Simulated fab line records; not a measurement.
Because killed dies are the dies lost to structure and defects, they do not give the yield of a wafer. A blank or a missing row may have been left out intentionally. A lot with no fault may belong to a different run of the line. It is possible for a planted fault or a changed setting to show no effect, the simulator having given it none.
Chamber matching | flow n5Finfet | N5_BEOL_M3_ETCH_74 on rieDiel-06 has 4 sister chambers
The step etches underlayer in N2/H2, target depth 6.5 nm, time 5.2 s. 22 wafers are shown with their chamber, then 11 later ones without.

WAFERS WITH THEIR CHAMBER
wafer  | chamber | showerheadPlenumPTorr (Torr) | drypumpMotorCurrentA (A) | throttleValvePct (%)
L075.3 | 2       | 2.44                         | 5.7                      | 17.85
L075.4 | 3       | 2.45                         | 6.0                      | 18.08
L075.5 | 2       | 2.44                         | 5.6                      | 17.83
L080.2 | 2       | 2.43                         | 5.7                      | 17.86
L080.3 | 1       | 2.54                         | 6.5                      | 18.04
L080.4 | 3       | 2.45                         | 5.9                      | 18.13
L084.1 | 2       | 2.43                         | 5.7                      | 17.85
L084.3 | 1       | 2.54                         | 6.5                      | 18.10
L084.5 | 3       | 2.44                         | 6.0                      | 18.13
L089.1 | 3       | 2.44                         | 5.9                      | 18.14
L089.2 | 0       | 2.40                         | 5.7                      | 18.10
L089.3 | 1       | 2.53                         | 6.6                      | 18.09
L089.4 | 2       | 2.42                         | 5.7                      | 17.90
L089.5 | 3       | 2.44                         | 5.9                      | 18.15
L089.6 | 2       | 2.42                         | 5.6                      | 17.91
L090.1 | 3       | 2.44                         | 5.9                      | 18.14
L090.2 | 2       | 2.42                         | 5.7                      | 17.86
L090.3 | 0       | 2.40                         | 5.7                      | 18.13
L090.4 | 1       | 2.53                         | 6.5                      | 18.10
L090.5 | 1       | 2.53                         | 6.6                      | 18.06
L090.6 | 2       | 2.42                         | 5.6                      | 17.89
L092.2 | 3       | 2.44                         | 6.0                      | 18.13

SIGNATURES (means of the wafers above)
reading               | chamber 0 | chamber 1 | chamber 2 | chamber 3 | scatter within a chamber
showerheadPlenumPTorr | 2.4000    | 2.5340    | 2.4275    | 2.4429    | 0.00672
drypumpMotorCurrentA  | 5.700     | 6.540     | 5.662     | 5.943     | 0.0516
throttleValvePct      | 18.1150   | 18.0780   | 17.8687   | 18.1286   | 0.0257
Rule: a wafer's distance from a chamber is the root of the sum, over the readings, of the square of ((its reading less the chamber's mean) divided by the reading's scatter). The wafer belongs to the nearest chamber; if the next one is less than 2 further off, it can't be placed. The scatter: take each reading less its chamber's mean, square it, sum over the shown wafers, divide by the number of wafers less the number of chambers, and take the root.

WAFERS WITHOUT THEIR CHAMBER
wafer  | showerheadPlenumPTorr (Torr) | drypumpMotorCurrentA (A) | throttleValvePct (%)
L092.3 | 2.53                         | 6.5                      | 18.12
L092.6 | 2.40                         | 5.7                      | 18.12
L094.1 | 2.43                         | 6.0                      | 18.13
L094.3 | 2.42                         | 5.7                      | 17.91
L094.4 | 2.53                         | 6.5                      | 18.10
L095.1 | 2.53                         | 6.6                      | 18.07
L095.4 | 2.40                         | 5.7                      | 18.12
L095.5 | 2.53                         | 6.6                      | 18.09
L096.3 | 2.40                         | 5.8                      | 18.11
L096.5 | 2.40                         | 5.7                      | 18.14
L096.6 | 2.53                         | 6.6                      | 18.11

EACH ONE'S CHAMBER
wafer  | from the rows above | in truth
L092.3 | 1                   | 1
L092.6 | 0                   | 0
L094.1 | 3                   | 3
L094.3 | 2                   | 2
L094.4 | 1                   | 1
L095.1 | 1                   | 1
L095.4 | 0                   | 0
L095.5 | 1                   | 1
L096.3 | 0                   | 0
L096.5 | 0                   | 0
L096.6 | 1                   | 1
Correctly placed: 11 of 11. Number that these rows cannot place: 0. Number placed wrongly: 0.
